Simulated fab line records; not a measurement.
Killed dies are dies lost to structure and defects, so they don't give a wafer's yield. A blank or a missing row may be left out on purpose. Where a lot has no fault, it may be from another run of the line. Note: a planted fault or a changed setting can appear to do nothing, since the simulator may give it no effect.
Which tool was responsible? || flow n5 finfet || 10 lots with 30 wafers sampled at 3 steps, on a route of 1938 steps

== WHAT THE GAUGES READ, wafer by wafer ==
N5_BEOL_M11_OVL_MEAS_12. Usual: M11_OVL 0.4 nm, standard deviation 0.81.
{"lot": "L485", "measured": "day 11 03:20", "on": "overlay-02", "M11_OVL (nm)": "0.7 1.4 2.8", "flag": ""}
{"lot": "L483", "measured": "day 11 03:23", "on": "overlay-01", "M11_OVL (nm)": "-0.2 -0.2 1.9", "flag": ""}
{"lot": "L487", "measured": "day 11 15:35", "on": "overlay-01", "M11_OVL (nm)": "-0.1 0.4 1.6", "flag": ""}
{"lot": "L496", "measured": "day 14 03:48", "on": "overlay-02", "M11_OVL (nm)": "17.8 18.5 18.0", "flag": "OFF"}
{"lot": "L497", "measured": "day 14 18:56", "on": "overlay-01", "M11_OVL (nm)": "18.1 18.6 18.9", "flag": "OFF"}
{"lot": "L500", "measured": "day 15 00:15", "on": "overlay-01", "M11_OVL (nm)": "0.7 0.1 0.7", "flag": ""}
{"lot": "L502", "measured": "day 15 04:14", "on": "overlay-02", "M11_OVL (nm)": "-1.3 -0.9 -0.4", "flag": ""}
{"lot": "L503", "measured": "day 15 20:24", "on": "overlay-02", "M11_OVL (nm)": "-0.8 1.4 0.1", "flag": ""}
{"lot": "L504", "measured": "day 16 08:28", "on": "overlay-01", "M11_OVL (nm)": "1.2 1.0 1.0", "flag": ""}
{"lot": "L505", "measured": "day 16 14:22", "on": "overlay-02", "M11_OVL (nm)": "1.1 0.4 -0.9", "flag": ""}

== WHICH TOOL RAN EACH LOT (tool, then ch and the chambers of the sampled wafers, then the start) ==
{"lot": "L485", "N5_BEOL_M10_SURFACE_TREAT_76": "pvd sputter-03, day 10 23:05", "N5_BEOL_M11_EXPOSE_08": "arfi scanner-01 ch 0, day 11 03:11"}
{"lot": "L483", "N5_BEOL_M10_SURFACE_TREAT_76": "pvd sputter-03, day 10 23:50", "N5_BEOL_M11_EXPOSE_08": "arfi scanner-01 ch 0, day 11 03:14"}
{"lot": "L487", "N5_BEOL_M10_SURFACE_TREAT_76": "pvd sputter-02, day 11 12:16", "N5_BEOL_M11_EXPOSE_08": "arfi scanner-02 ch 0, day 11 15:26"}
{"lot": "L496", "N5_BEOL_M10_SURFACE_TREAT_76": "pvd sputter-01, day 13 23:47", "N5_BEOL_M11_EXPOSE_08": "arfi scanner-01 ch 0, day 14 03:38"}
{"lot": "L497", "N5_BEOL_M10_SURFACE_TREAT_76": "pvd sputter-03, day 14 15:28", "N5_BEOL_M11_EXPOSE_08": "arfi scanner-01 ch 0, day 14 18:48"}
{"lot": "L500", "N5_BEOL_M10_SURFACE_TREAT_76": "pvd sputter-01, day 14 21:17", "N5_BEOL_M11_EXPOSE_08": "arfi scanner-02 ch 0, day 15 00:06"}
{"lot": "L502", "N5_BEOL_M10_SURFACE_TREAT_76": "pvd sputter-03, day 14 23:20", "N5_BEOL_M11_EXPOSE_08": "arfi scanner-03 ch 0, day 15 04:04"}
{"lot": "L503", "N5_BEOL_M10_SURFACE_TREAT_76": "pvd sputter-02, day 15 16:16", "N5_BEOL_M11_EXPOSE_08": "arfi scanner-03 ch 0, day 15 20:15"}
{"lot": "L504", "N5_BEOL_M10_SURFACE_TREAT_76": "pvd sputter-02, day 16 02:53", "N5_BEOL_M11_EXPOSE_08": "arfi scanner-02 ch 0, day 16 08:20"}
{"lot": "L505", "N5_BEOL_M10_SURFACE_TREAT_76": "pvd sputter-03, day 16 08:40", "N5_BEOL_M11_EXPOSE_08": "arfi scanner-03 ch 0, day 16 14:13"}
- N5_BEOL_M10_SURFACE_TREAT_76
- N5_BEOL_M11_EXPOSE_08: exposes mask M11.

== WHAT THE TOOLS THEMSELVES READ (means of the sampled wafers that have a number; where no wafer has one, the mark that the record gives instead) ==
The record holds no such reading with a usual standard deviation.

== THE ANSWER, worked out from the rows above alone ==
Rule: take the mean of a lot's wafers that have a number; if it is more than 3 standard deviations from the usual mean, the lot is off. Also off: a lot with no number at a reading for which 4 or more lots have one. The other lots that the step has rows for count as sound. Order of review: gauges by route order, followed by the tools' own readings, for which a lot's mean as printed above is used. The first step at which some lot is off is used, and at that step the reading that is off furthest; a lot without a number counts as furthest.
Off: L496, L497, at N5_BEOL_M11_OVL_MEAS_12 (M11_OVL).
A tool fits if, at a process step before that reading, it ran every lot that is off, and no sound lot after the first of them. The gauges at N5_BEOL_M11_OVL_MEAS_12 are tried like those tools. One fits: arfi scanner-01 at N5_BEOL_M11_EXPOSE_08. A fault onset in the window from L483 (day 11 03:14, its last sound lot) to L496 (day 14 03:38, its first lot off) fits.

== WHAT THE SIMULATOR PUT IN ==
Scanner matching overlay: arfi scanner-01, from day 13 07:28 on, at N5_BEOL_M11_EXPOSE_08. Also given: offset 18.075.
Struck lots among those shown: L496, L497. The same result came from the rule above.
